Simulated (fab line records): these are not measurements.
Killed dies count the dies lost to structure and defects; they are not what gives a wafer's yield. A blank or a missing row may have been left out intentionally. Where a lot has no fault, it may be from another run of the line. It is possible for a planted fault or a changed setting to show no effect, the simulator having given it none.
A struck lot beside a sound one / flow nand-harc / 15 steps out of a route of 1302
Sound: these wafers, L419.2, L419.5, L419.6. Wafers struck: L430.2, L430.4, L430.6. The cause comes at the end.
At each step with rows: each side's tool, then ch and its chambers, then its first start. Under that, the readings that differ: sound wafers / struck wafers / difference of the means / sigmas: that difference in standard deviations of wafers without a fault.
alike: readings whose means differ by less than 2 such deviations, and words and numbers that are the same on both sides. not compared: withheld readings, readings that some wafer has no value for, bounds like >300 that may hide the same value, and numbers for which the record gives no deviation and whose values overlap.
A row with sigmas, a row that says differs or no value, or rows on one side alone: a step with any of these is where the two part. When numbers do not overlap yet have no deviation, they are printed without sigmas and do not part them. A reading that every wafer of one side lacks parts them only if that side has two wafers or more.

first, 4 steps without rows for these wafers: NHARC_HYBRID_BOND_PRECLEAN_01 (cleans in DIW, time 300 s); NHARC_HYBRID_BOND_SRD_02 (time 30 s, dry time 20 s); NHARC_HYBRID_BOND_BOND_03; NHARC_HYBRID_BOND_ANNEAL_04 (time 7200 s).
NHARC_HYBRID_BOND_OVL_MEAS_05:
  struck on overlay-02, day 29 14:25; sound on overlay-02, day 25 06:10
  alike: overlay-x-nm, overlay-y-nm
NHARC_HYBRID_BOND_INSPECT_06: inspects for defects (ir void).
  struck on defect-inspect-02, day 29 14:28; sound on defect-inspect-02, day 25 06:14
  alike: raw-defect-count
NHARC_THIN_TSV_GRIND_00:
  sound on grinder-01 ch 0, day 25 08:58; struck on grinder-01 ch 0, day 29 14:49
  alike: head-pressure-psi, motor-current-A, slurry-flow-ml-min
NHARC_THIN_TSV_CMP_01: polishes.
  sound on cmp-01 ch 0,3, day 25 10:01; struck on cmp-03 ch 0,2,3, day 29 15:50
  alike: motor-current-A, slurry-flow-ml-min
NHARC_THIN_TSV_THK_MEAS_02: measures by ir.
  struck on film-metro-01, day 29 16:07; sound on film-metro-01, day 25 10:14
  alike: thk-nm
then, 3 steps without rows for these wafers: NHARC_THIN_TSV_SRD_03; NHARC_THIN_TSV_PRECLEAN_41 (cleans in SC1); NHARC_THIN_TSV_SRD_42.
NHARC_THIN_TSV_DEP_43: deposits SiO2, target thk 1328.5 nm.
  sound on pecvd-04 ch 1,2, day 25 10:33; struck on pecvd-03 ch 0,1,2, day 29 16:23
reading=rf-fwd-power-W (W); sound=904.8 901.4 898.1; struck=756.0 752.5 757.5; difference=-146.1; sigmas=-54
  alike: throttle-valve-pct
then, 1 step without rows for these wafers: NHARC_THIN_TSV_DEHYDRATE_04 (time 120 s).
NHARC_END_SORT_01:
  sound on prober-02 ch 0, day 26 08:30; struck on prober-01 ch 0, day 30 10:40
  alike: defect-limited-yield, killed-at-array, killed-at-other, killed-at-periphery, killed-dies, killed-open, killed-short, sort_bin_2_pct, sort_bin_3_pct, sort_bin_4_pct, sort-n-pass, sort-rim-yield-pct, sort-yield-pct

## WHERE THEY PART
Only at NHARC_THIN_TSV_DEP_43, as far as this record shows. Later steps at which nothing parts them and some readings are alike: NHARC_END_SORT_01.

WHY: whatever the simulator had introduced
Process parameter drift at NHARC_THIN_TSV_DEP_43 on pecvd-03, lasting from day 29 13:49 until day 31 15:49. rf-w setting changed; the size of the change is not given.
